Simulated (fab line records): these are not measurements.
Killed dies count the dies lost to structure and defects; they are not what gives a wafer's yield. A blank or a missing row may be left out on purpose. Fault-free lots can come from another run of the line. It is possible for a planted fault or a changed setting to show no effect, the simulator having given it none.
Matching of chambers    flow nand_harc    NHARC_A_CONTACT_DESCUM_74 on rie_diel-07: 4 sister chambers
The step chemistry O2, time 3 s. 30 wafers are shown with their chamber, then 12 later ones without.

## WAFERS, EACH WITH ITS CHAMBER
wafer   chamber  drypump_motor_current_A (A)  showerhead_plenum_p_Torr (Torr)  oes_product_au (a.u.)
L075.1  1        5.7                          1.96                             0.996
L075.4  3        6.1                          1.77                             1.006
L075.5  1        5.7                          1.96                             0.993
L074.1  3        6.1                          1.77                             1.001
L074.2  1        5.7                          1.96                             0.998
L074.5  0        5.0                          2.03                             1.002
L077.2  1        5.7                          1.95                             0.987
L077.4  2        5.5                          1.76                             1.007
L077.6  2        5.5                          1.76                             1.013
L076.1  1        5.7                          1.95                             0.998
L076.4  3        6.1                          1.77                             1.003
L076.6  2        5.5                          1.76                             1.005
L080.3  2        5.5                          1.76                             1.007
L080.4  0        5.0                          2.03                             1.020
L080.5  0        5.0                          2.03                             1.007
L081.2  0        5.1                          2.02                             1.006
L081.5  3        6.1                          1.77                             1.014
L081.6  0        5.1                          2.02                             1.013
L083.1  3        6.1                          1.77                             1.003
L083.2  0        5.1                          2.02                             1.004
L083.3  2        5.5                          2.08                             0.998
L088.3  2        5.5                          2.08                             1.019
L088.5  0        5.0                          2.02                             1.018
L088.6  3        6.1                          1.77                             1.015
L086.1  0        5.0                          2.02                             1.009
L086.2  2        5.5                          2.07                             0.994
L086.3  1        5.7                          1.95                             1.002
L085.4  2        5.5                          2.07                             1.004
L085.5  3        6.1                          1.77                             0.996
L085.6  2        5.5                          2.07                             1.001

SIGNATURES (means of the wafers above)
reading                   chamber 0  chamber 1  chamber 2  chamber 3  scatter within a chamber
drypump_motor_current_A   5.037      5.700      5.500      6.100      0.0269
showerhead_plenum_p_Torr  2.0237     1.9550     1.9344     1.7700     0.0919
oes_product_au            1.00988    0.99567    1.00533    1.00543    0.00671
Rule: a wafer's distance from a chamber is the root of the sum, over the readings, of the square of ((its reading less the chamber's mean) divided by the reading's scatter). If the next closest chamber is less than 2 further off than the closest, the wafer can't be placed; otherwise it belongs to the closest. The scatter: the root of (the sum of the squares of (reading less its chamber's mean) over the shown wafers, divided by (wafers less chambers)).

## WAFERS WHOSE CHAMBER IS MISSING
wafer   drypump_motor_current_A (A)  showerhead_plenum_p_Torr (Torr)  oes_product_au (a.u.)
L089.1  5.1                          2.02                             0.998
L089.3  5.7                          1.95                             1.000
L089.6  5.0                          2.02                             1.010
L092.2  5.7                          1.95                             0.997
L092.5  5.7                          1.95                             0.993
L092.6  5.5                          2.07                             1.002
L095.1  5.7                          1.95                             0.995
L095.2  5.5                          2.07                             0.994
L095.4  5.0                          2.02                             1.002
L094.3  5.7                          1.95                             1.001
L094.4  5.5                          2.07                             0.998
L094.6  5.5                          2.07                             1.004

## CHAMBER TAKEN BY EACH
wafer   from the rows above  in truth
L089.1  0                    0
L089.3  1                    1
L089.6  0                    0
L092.2  1                    1
L092.5  1                    1
L092.6  2                    2
L095.1  1                    1
L095.2  2                    2
L095.4  0                    0
L094.3  1                    1
L094.4  2                    2
L094.6  2                    2
12 of 12 placed correctly. From these rows, 0 cannot be placed. Placed wrongly: 0.
